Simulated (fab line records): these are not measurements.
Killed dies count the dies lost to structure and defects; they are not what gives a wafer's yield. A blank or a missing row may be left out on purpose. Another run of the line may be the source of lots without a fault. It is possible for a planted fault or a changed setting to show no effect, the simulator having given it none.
Struck lot and sound lot, side by side	flow nandHarc	44 steps out of a route of 1302
Sound: the wafers L805.1, L805.3, L805.5. Struck: wafers L817.4, L817.5, L817.6. Last of all comes the cause.
Order at every step that has rows: each side's tool, ch and its chambers, its first start. Under that, the readings that differ: sound wafers	struck wafers	difference of the means	sigmas: that difference in standard deviations of wafers without a fault.
alike: same words and numbers on both sides, and readings whose means sit less than 2 such deviations apart. not compared: any withheld reading, any reading some wafer has no value for, any bound like >300 that may hide the same value, and any number with overlapping values for which the record gives no deviation.
A row with sigmas, a row that says differs or no value, or rows on one side alone: a step with any of these is where the two part. Numbers that don't overlap but have no deviation are shown without sigmas and don't part them. Lack of a reading on every wafer of one side parts them only where that side has two or more wafers.

first, 5 steps without rows for these wafers: NHARC_P_GATE_SOFTBAKE_21 (time 55 s); NHARC_P_GATE_EBR_22; NHARC_P_GATE_EXPOSE_23 (exposes mask P GATE, target cd 120 nm); NHARC_P_GATE_PEB_24 (peb time 65 s); NHARC_P_GATE_DEVELOP_25 (develop time 35 s).
NHARC_P_GATE_CD_MEAS_26 targets a cd of 120 nm.
  sound on cdSem-03 ch 0, day 6 12:31; struck on cdSem-01 ch 0, day 11 07:00
  alike: cdNm
NHARC_P_GATE_OVL_MEAS_27:
  sound: overlay-01 at day 6 12:36; struck: overlay-02 at day 11 07:05
  alike: overlayXNm, overlayYNm
NHARC_P_GATE_INSPECT_28:
  sound: defectInspect-01 at day 6 12:38; struck: defectInspect-01 at day 11 07:07
  alike: rawDefectCount
NHARC_P_GATE_DESCUM_31: chemistry O2, time 3 s.
  sound on rieDiel-07 ch 1,2,3, day 6 12:42; struck on rieDiel-01 ch 0,2,3, day 11 07:12
  alike: drypumpMotorCurrentA, oesProductAu, rfVppV, showerheadPlenumPTorr, throttleValvePct
  not compared: rfHoursCounterH
NHARC_P_GATE_ETCH_104: etches the open film in CF4/CHF3, target depth 60 nm.
  sound on rieDiel-07 ch 0,2,3, day 6 12:47; struck on rieDiel-01 ch 0,1,2, day 11 07:16
  alike: drypumpMotorCurrentA, oesProductAu, rfVppV, showerheadPlenumPTorr, throttleValvePct
NHARC_P_GATE_HM_OPEN_105: chemistry O2/COS, target depth 360 nm.
  sound on rieDiel-07 ch 0,2; struck on rieDiel-01 ch 0,1,3
  alike: drypumpMotorCurrentA, oesProductAu, rfVppV, showerheadPlenumPTorr, throttleValvePct
  not compared: rfHoursCounterH
then, 1 step without rows for these wafers: NHARC_P_GATE_STRIP_106 (strips in O2/COS).
NHARC_P_GATE_ETCH_114: etches the open film in CF4/O2, target depth 30 nm, overetch 3 nm, time 16.5 s.
  sound on rieDiel-07 ch 1,2, day 6 13:00; struck on rieDiel-01 ch 0,2,3, day 11 07:00
  alike: drypumpMotorCurrentA, oesProductAu, rfVppV, showerheadPlenumPTorr, throttleValvePct
  not compared: rfHoursCounterH
then, 2 steps without rows for these wafers: NHARC_P_GATE_ETCH_32 (etches the open film in HBr/Cl2, target depth 150 nm, time 100.1 s); NHARC_P_GATE_STRIP_108 (strips in O2).
NHARC_P_GATE_CD_MEAS_33:
  sound: cdSem-01 at day 6 13:30; struck: cdSem-03 at day 11 07:59
  alike: cdNm
then, 5 steps without rows for these wafers: NHARC_P_GATE_STRIP_35 (strips in SPM, time 600 s); NHARC_P_GATE_PRECLEAN_73 (cleans in SC1); NHARC_P_GATE_SRD_74; NHARC_P_GATE_ALD_36 (deposits SiNx, target thk 20 nm, pulse time 60 s, ald cycles 223); NHARC_P_GATE_ETCHBACK_37 (etches the open film in CHF3/O2, target depth 34.5 nm, time 17.2 s).
NHARC_P_GATE_STRIP_101: strips in O2, time 20 s.
  sound on rieDiel-01 ch 0,2, day 6 23:37; struck on rieDiel-07 ch 0,2,3, day 11 18:11
  alike: drypumpMotorCurrentA, oesProductAu, rfVppV, showerheadPlenumPTorr, throttleValvePct
  not compared: rfHoursCounterH
then, 12 steps without rows for these wafers: NHARC_P_GATE_PRECLEAN_97 (cleans in SPM, time 600 s); NHARC_P_GATE_SRD_98; NHARC_P_GATE_PRECLEAN_99 (cleans in SC1); NHARC_P_GATE_SRD_100; NHARC_P_GATE_DEHYDRATE_38 (time 120 s); NHARC_P_GATE_HMDS_39 (time 30 s); NHARC_P_GATE_COAT_40; NHARC_P_GATE_SOFTBAKE_41 (time 95 s); NHARC_P_GATE_EBR_42; NHARC_P_GATE_EXPOSE_43 (exposes mask P NSD, target cd 720 nm); NHARC_P_GATE_PEB_44 (peb time 85 s); NHARC_P_GATE_DEVELOP_45 (time 70 s).
NHARC_P_GATE_CD_MEAS_46 targets a cd of 720 nm.
  sound on cdSem-01 ch 0, day 7 00:25; struck on cdSem-03 ch 0, day 11 19:00
  alike: cdNm
then, 1 step without rows for these wafers: NHARC_P_GATE_HARDBAKE_47 (time 80 s).
NHARC_P_GATE_DESCUM_48: chemistry O2, time 3 s.
  sound on rieDiel-13 ch 1,3, day 7 00:35; struck on rieDiel-13 ch 0,2,3, day 11 19:10
  alike: drypumpMotorCurrentA, oesProductAu, rfVppV, showerheadPlenumPTorr, throttleValvePct
  not compared: rfHoursCounterH
then, 5 steps without rows for these wafers: NHARC_P_GATE_IMPLANT_49; NHARC_P_GATE_STRIP_111 (strips in N2/H2, time 250 s); NHARC_P_GATE_STRIP_75 (strips in O2); NHARC_P_GATE_STRIP_50 (strips in SPM, time 900 s); NHARC_P_GATE_DEHYDRATE_51 (time 120 s).
NHARC_P_GATE_INSPECT_68:
  sound: defectInspect-01 at day 7 06:48; struck: defectInspect-02 at day 12 01:31
reading	sound	struck	difference	sigmas
rawDefectCount	116 165 156	623 652 636	+491	+6
-- record jumps: 18 days between struck wafers' starts before vs after; left off in module P_GATE, resumes in module END, first step shown is number 1302 of the route --
NHARC_END_SORT_01:
  sound on prober-02 ch 0, day 24 23:11; struck on prober-02 ch 0, day 30 00:05
reading	sound	struck	difference	sigmas
killedAtPeriphery	10 8 5	43 61 63	+48	+17
killedDies	57 68 47	86 95 131	+47	+2
  alike: killedAtArray, killedAtOther, killedOpen, killedShort

== WHERE THEY PART ==
Last at NHARC_END_SORT_01 as far as this record goes, first at NHARC_P_GATE_INSPECT_68.

WHY: what the simulator had put in
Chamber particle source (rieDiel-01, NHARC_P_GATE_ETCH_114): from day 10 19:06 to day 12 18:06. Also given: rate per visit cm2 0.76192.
